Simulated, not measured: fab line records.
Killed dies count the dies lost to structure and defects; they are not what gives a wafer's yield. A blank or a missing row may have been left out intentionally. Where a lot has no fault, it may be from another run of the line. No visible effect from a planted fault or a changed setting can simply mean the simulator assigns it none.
Matching of chambers    flow n5_finfet    4 sister chambers for N5_PMOS_HMC_CHANNEL_EPI_ETCH_38 on rie_si-05
The step etches SiO2 in CF4, target depth 1.5 nm. 22 wafers are shown with their chamber, then 11 later ones without.

== WAFERS PAIRED WITH THEIR CHAMBERS ==
wafer   chamber  throttle_valve_pct (%)  drypump_motor_current_A (A)  oes_product_au (a.u.)
L079.2  1        21.43                   5.8                          1.037
L079.3  0        21.59                   6.3                          1.021
L079.4  2        22.28                   5.1                          0.975
L084.1  1        21.42                   5.7                          1.032
L084.2  2        22.27                   5.1                          0.969
L084.3  0        21.58                   6.3                          1.001
L084.4  3        21.74                   5.6                          1.018
L084.5  3        21.74                   5.6                          1.017
L084.6  0        21.59                   6.3                          1.003
L085.2  3        21.73                   5.6                          1.012
L085.3  0        21.59                   6.3                          0.995
L085.6  1        21.44                   5.7                          1.028
L086.3  3        21.75                   5.6                          1.012
L086.5  3        21.75                   5.6                          1.024
L086.6  0        21.58                   6.3                          1.002
L087.1  0        21.58                   6.3                          1.003
L087.2  1        21.41                   5.7                          1.024
L087.6  1        21.42                   5.7                          1.022
L090.2  0        21.60                   6.3                          1.003
L090.3  3        21.74                   5.6                          1.028
L090.6  3        21.75                   5.6                          1.025
L091.1  3        21.74                   5.6                          1.020

SIGNATURES (means of the wafers above)
reading                  chamber 0  chamber 1  chamber 2  chamber 3  scatter within a chamber
throttle_valve_pct       21.5871    21.4240    22.2750    21.7425    0.00838
drypump_motor_current_A  6.300      5.720      5.100      5.600      0.0211
oes_product_au           1.00400    1.02860    0.97200    1.01950    0.00665
Rule: a wafer's distance from a chamber is the root of the sum, over the readings, of the square of ((its reading less the chamber's mean) divided by the reading's scatter). If the next closest chamber is less than 2 further off than the closest, the wafer can't be placed; otherwise it belongs to the closest. The scatter is the square root of a quotient: the sum, over the shown wafers, of each reading's squared deviation from its chamber's mean, divided by wafers minus chambers.

== WAFERS WHOSE CHAMBER IS MISSING ==
wafer   throttle_valve_pct (%)  drypump_motor_current_A (A)  oes_product_au (a.u.)
L091.2  21.43                   5.8                          1.040
L091.3  22.29                   5.1                          0.975
L091.4  21.60                   6.3                          1.017
L091.5  21.57                   6.3                          1.016
L091.6  21.43                   5.7                          1.044
L092.3  22.30                   5.1                          0.970
L092.5  21.60                   6.3                          1.006
L092.6  21.43                   5.8                          1.022
L093.1  22.27                   5.1                          0.965
L093.3  21.74                   5.6                          1.013
L093.6  22.29                   5.1                          0.970

== WHICH CHAMBER EACH ONE RAN IN ==
wafer   from the rows above  in truth
L091.2  1                    1
L091.3  2                    2
L091.4  0                    0
L091.5  0                    0
L091.6  1                    1
L092.3  2                    2
L092.5  0                    0
L092.6  1                    1
L093.1  2                    2
L093.3  3                    3
L093.6  2                    2
11 of 11 placed correctly. From these rows, 0 cannot be placed. 0 placed wrongly.
